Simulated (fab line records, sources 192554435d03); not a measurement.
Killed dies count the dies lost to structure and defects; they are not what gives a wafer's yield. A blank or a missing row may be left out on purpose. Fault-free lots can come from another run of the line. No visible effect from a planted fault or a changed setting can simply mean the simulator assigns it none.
2 desks looking at one fault ; flow n5 finfet ; every desk sees just its own numbers, and what lay behind them comes last

== THE TOOL OWNER'S DESK: cvd w-01 ==
The tool's own readings at N5_HKMG_FIN_ALD_72 (deposits W, target thk 2 nm, pulse time 1 s, purge time 2 s): means of the sampled wafers that have a number, for each lot that ran on this tool. A lot is out of limits, marked OUT, if its mean lies more than 4 standard deviations from the usual mean; the brackets give that distance.
Columns: A = chamber pressure Torr at N5_HKMG_FIN_ALD_72, usual 7.502 Torr; B = heater power w at N5_HKMG_FIN_ALD_72, usual 474 W; C = precursor pulse height rel at N5_HKMG_FIN_ALD_72, usual 0.999
lot;first seen here;A;B;C
L465;day 4 15:29;7.487;502;1.021
L474;day 6 18:35;7.495;506;1.010
L477;day 7 12:17;7.505;514;1.016
L478;day 7 22:18;7.526;513;0.998
Result from this desk: across the 4 lots, nothing is out of limits.

== AT THE METROLOGY DESK ==
What the gauges read for every lot (on any tool): the sampled wafers with a number, averaged. A lot is out of limits, marked OUT, if its mean lies more than 4 standard deviations from the usual mean; the brackets give that distance. Only the readings that lie furthest out on some lot appear, 7 of the 10 it has.
Columns: A = DIBL_N at N5_BEOL_M4_RC_MEAS_101, usual 36.3 mV/V; B = DIBL_P at N5_BEOL_M4_RC_MEAS_101, usual 36.2 mV/V; C = IOFF_N at N5_BEOL_M4_RC_MEAS_101, usual 0.157 nA/um; D = IOFF_P at N5_BEOL_M4_RC_MEAS_101, usual 0.206 nA/um; E = ION_P at N5_BEOL_M4_RC_MEAS_101, usual 461 uA/um; F = VT_N at N5_BEOL_M4_RC_MEAS_101, usual 249.9 mV; G = VT_P at N5_BEOL_M4_RC_MEAS_101, usual -250.6 mV
lot;first seen here;A;B;C;D;E;F;G
L464;day 8 00:16;35.3;35.3;0.130;0.174;455;253.0;-254.5
L465;day 8 05:33;35.8;35.3;0.145;0.190;463;249.8;-251.6
L471;day 9 13:46;36.5;37.5;0.191;0.251;464;247.7;-247.4
L474;day 9 23:08;36.3;35.2;0.140;0.185;457;251.4;-251.6
L475;day 10 18:02;36.0;35.7;0.156;0.205;465;249.3;-249.7
L477;day 11 07:11;34.2;33.6;0.136;0.181;456;251.4;-253.2
L478;day 11 11:57;36.5;36.1;0.186;0.254;472;246.0;-245.8
L484;day 12 23:17;35.2;35.7;0.150;0.212;468;249.6;-247.9
L486;day 13 13:49;35.6;35.4;0.144;0.188;458;251.8;-252.5
Result from this desk: across the 9 lots, nothing is out of limits.

== TAKEN TOGETHER ==
Nothing out of limits was seen by the tool owner's desk.
Nothing out of limits was seen by the metrology desk.

== WHAT HAD BEEN PUT IN BY THE SIMULATOR ==
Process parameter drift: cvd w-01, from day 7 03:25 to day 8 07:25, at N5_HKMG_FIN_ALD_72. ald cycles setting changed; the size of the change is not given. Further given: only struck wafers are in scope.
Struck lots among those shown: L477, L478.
